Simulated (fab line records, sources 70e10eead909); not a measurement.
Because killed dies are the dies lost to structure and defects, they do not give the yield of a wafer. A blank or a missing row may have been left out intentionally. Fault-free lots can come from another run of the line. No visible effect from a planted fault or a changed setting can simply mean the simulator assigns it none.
Comparing a struck lot with a sound one    flow nand-harc    32 out of 1159 route steps
Sound: the wafers L926.2, L926.5, L926.6. Wafers struck: L922.2, L922.5, L922.6. The cause comes at the end.
At each step with rows: each side's tool, then ch and its chambers, then its first start. Under that, the readings that differ: sound wafers    struck wafers    difference of the means    sigmas: that difference in standard deviations of wafers without a fault.
alike: a reading whose means differ by less than 2 such deviations, as well as words and numbers matching on both sides. not compared: withheld readings; readings where some wafer has no value; bounds like >300 that might hide an equal value; numbers whose values overlap and for which the record gives no deviation.
A row with sigmas, a row that says differs or no value, or rows on one side alone: a step with any of these is where the two part. Non-overlapping numbers with no deviation appear without sigmas and do not part them. A reading missing from all wafers of one side parts the sides only when that side holds two or more wafers.

first, 9 steps without rows for these wafers: NHARC_A_CHANNEL_HOLE_D1_COAT_37 (time 65 s); NHARC_A_CHANNEL_HOLE_D1_COAT_04 (resist thk 90 nm); NHARC_A_CHANNEL_HOLE_D1_SOFTBAKE_05 (time 55 s); NHARC_A_CHANNEL_HOLE_D1_EBR_06; NHARC_A_CHANNEL_HOLE_D1_EXPOSE_07 (exposes mask HOLE D1, target cd 100 nm); NHARC_A_CHANNEL_HOLE_D1_PEB_08 (peb time 65 s); NHARC_A_CHANNEL_HOLE_D1_DEVELOP_09 (develop time 35 s); NHARC_A_CHANNEL_HOLE_D1_DESCUM_15 (chemistry O2, time 3 s); NHARC_A_CHANNEL_HOLE_D1_ETCH_38 (etches the open film in CF4, target depth 39 nm, time 65 s).
NHARC_A_CHANNEL_HOLE_D1_ETCH_39: etches the open film in N2/H2, target depth 260 nm, time 325 s.
  sound on rie-diel-07 ch 0,1,2, day 12 20:16; struck on rie-diel-02 ch 0,1,2, day 12 06:28
  alike: drypump-motor-current-A, n2-flow-sccm, oes-product-au, rf-vpp-V, showerhead-plenum-p-Torr, throttle-valve-pct
  not compared: rf-hours-counter-h
then, 19 steps without rows for these wafers: NHARC_A_CHANNEL_HOLE_D1_ETCH_34 (etches the open film in CF4/CHF3, target depth 154 nm, time 77 s); NHARC_A_CHANNEL_HOLE_D1_ETCH_16 (etches the open film in O2/COS, target depth 3100 nm, time 806 s); NHARC_A_CHANNEL_HOLE_D1_ETCH_19 (etches the open film in C4F8/O2/Ar, time 34.5 s); NHARC_A_CHANNEL_HOLE_D1_ETCH_20 (etches the open film in C4F8/O2/Ar, time 361.9 s, target depth 1600 nm); NHARC_A_CHANNEL_HOLE_D1_ETCH_21 (etches the open film in C4F8/O2/Ar, time 514.3 s, target depth 1600 nm); NHARC_A_CHANNEL_HOLE_D1_ETCH_22 (etches the open film in C4F8/O2/Ar, time 666.7 s, target depth 1600 nm); NHARC_A_CHANNEL_HOLE_D1_ETCH_23 (etches the open film in C4F8/O2/Ar, time 819 s, target depth 1600 nm); NHARC_A_CHANNEL_HOLE_D1_ETCH_24 (etches the open film in C4F8/O2/Ar, time 906.2 s, target depth 1500 nm); NHARC_A_CHANNEL_HOLE_D1_ETCH_25 (etches the open film in C4F8/O2/Ar, time 1040.2 s, target depth 1500 nm); NHARC_A_CHANNEL_HOLE_D1_ETCH_26 (etches the open film in C4F8/O2/Ar, time 224.1 s, target depth 300 nm); NHARC_A_CHANNEL_HOLE_D1_ETCH_33 (etches the open film in C4F8/O2/Ar, time 90 s, target depth 400 nm); NHARC_A_CHANNEL_HOLE_D1_STRIP_41 (strips in N2/H2); NHARC_A_CHANNEL_HOLE_D1_STRIP_42 (strips in CF4/CHF3); NHARC_A_CHANNEL_HOLE_D1_STRIP_43 (strips in O2/COS); NHARC_A_CHANNEL_HOLE_D1_ETCH_44 (etches the open film in CF4/O2, target depth 140 nm, overetch 14 nm, time 77 s); NHARC_A_CHANNEL_HOLE_D1_STRIP_27 (strips in O2); NHARC_A_CHANNEL_HOLE_D1_PRECLEAN_28 (cleans in SC1); NHARC_A_CHANNEL_HOLE_D1_SRD_29; NHARC_A_CHANNEL_HOLE_D1_XSEM_31.
NHARC_A_CHANNEL_HOLE_D1_INSPECT_40:
  struck on defect-inspect-02, day 12 13:11; sound on defect-inspect-01, day 13 03:08
reading           sound     struck       difference  sigmas
raw-defect-count  54 62 42  729 675 703  +650        +38
then, 1 step without rows for these wafers: NHARC_A_CHANNEL_FILL_D1_PRECLEAN_00 (cleans in SC1).
-- jump in the record: it breaks off in module A_CHANNEL_FILL_D1 and resumes in module END (first step shown: number 1159 of the route), and 11 days separate the struck wafers' starts before and after --
NHARC_END_SORT_01:
  only the struck wafers appear in the record here, on prober-01 ch 0 at day 23 22:43; the sound ones have no rows

## WHERE THEY PART
First at NHARC_A_CHANNEL_HOLE_D1_INSPECT_40; last, within this record, at NHARC_END_SORT_01.

WHY: what had been put in by the simulator
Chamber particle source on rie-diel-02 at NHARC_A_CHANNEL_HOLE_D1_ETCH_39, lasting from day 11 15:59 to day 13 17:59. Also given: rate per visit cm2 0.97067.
